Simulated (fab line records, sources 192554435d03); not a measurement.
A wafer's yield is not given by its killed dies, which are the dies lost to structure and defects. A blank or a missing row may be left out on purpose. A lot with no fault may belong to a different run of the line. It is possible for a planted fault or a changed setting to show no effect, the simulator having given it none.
Chamber matching -- flow n5Finfet -- N5_BEOL_M9_ETCH_76 on rieDiel-02: 4 sister chambers
The step etches underlayer in N2/H2, target depth 6.5 nm, time 5.2 s. 20 wafers are shown with their chamber, then 10 later ones without.

== WAFERS WITH THEIR CHAMBER ==
wafer,chamber,drypumpMotorCurrentA (A),showerheadPlenumPTorr (Torr),throttleValvePct (%)
L074.1,2,6.1,2.57,17.88
L074.4,0,5.8,2.55,17.43
L074.6,2,6.1,2.57,17.89
L075.1,3,4.7,2.47,17.57
L075.4,0,5.8,2.55,17.40
L075.5,3,4.7,2.47,17.60
L077.2,3,4.7,2.46,17.61
L077.3,0,5.8,2.55,17.42
L077.6,1,6.4,2.69,17.85
L081.1,1,6.4,2.69,17.82
L081.4,0,5.8,2.55,17.44
L081.5,2,6.2,2.57,17.89
L085.1,1,6.4,2.69,17.86
L085.2,0,5.8,2.55,17.44
L085.6,2,6.1,2.56,17.93
L089.3,3,4.7,2.46,17.62
L089.4,2,6.2,2.56,17.92
L089.6,2,6.1,2.56,17.91
L093.2,1,6.4,2.68,17.88
L093.3,3,4.7,2.45,17.63

SIGNATURES, as means of the wafers listed above
reading,chamber 0,chamber 1,chamber 2,chamber 3,scatter within a chamber
drypumpMotorCurrentA,5.800,6.400,6.133,4.700,0.0289
showerheadPlenumPTorr,2.5500,2.6875,2.5650,2.4620,0.00562
throttleValvePct,17.4260,17.8525,17.9033,17.6060,0.021
Rule: a wafer's distance from a chamber is the root of the sum, over the readings, of the square of ((its reading less the chamber's mean) divided by the reading's scatter). The wafer belongs to the nearest chamber; if the next one is less than 2 further off, it can't be placed. The scatter: take each reading less its chamber's mean, square it, sum over the shown wafers, divide by the number of wafers less the number of chambers, and take the root.

== WAFERS MISSING THEIR CHAMBER ==
wafer,drypumpMotorCurrentA (A),showerheadPlenumPTorr (Torr),throttleValvePct (%)
L093.4,5.8,2.54,17.47
L095.1,5.7,2.54,17.46
L095.3,4.7,2.45,17.65
L095.6,6.1,2.55,17.95
L096.1,5.8,2.54,17.47
L096.2,6.4,2.68,17.91
L096.3,4.7,2.45,17.67
L096.4,6.1,2.55,17.95
L096.5,6.1,2.55,17.96
L096.6,6.4,2.68,17.88

== WHICH CHAMBER EACH WENT THROUGH ==
wafer,from the rows above,in truth
L093.4,0,0
L095.1,0,0
L095.3,3,3
L095.6,2,2
L096.1,0,0
L096.2,1,1
L096.3,3,3
L096.4,2,2
L096.5,2,2
L096.6,1,1
Correctly placed: 10 of 10. From these rows, 0 cannot be placed. 0 placed wrongly.
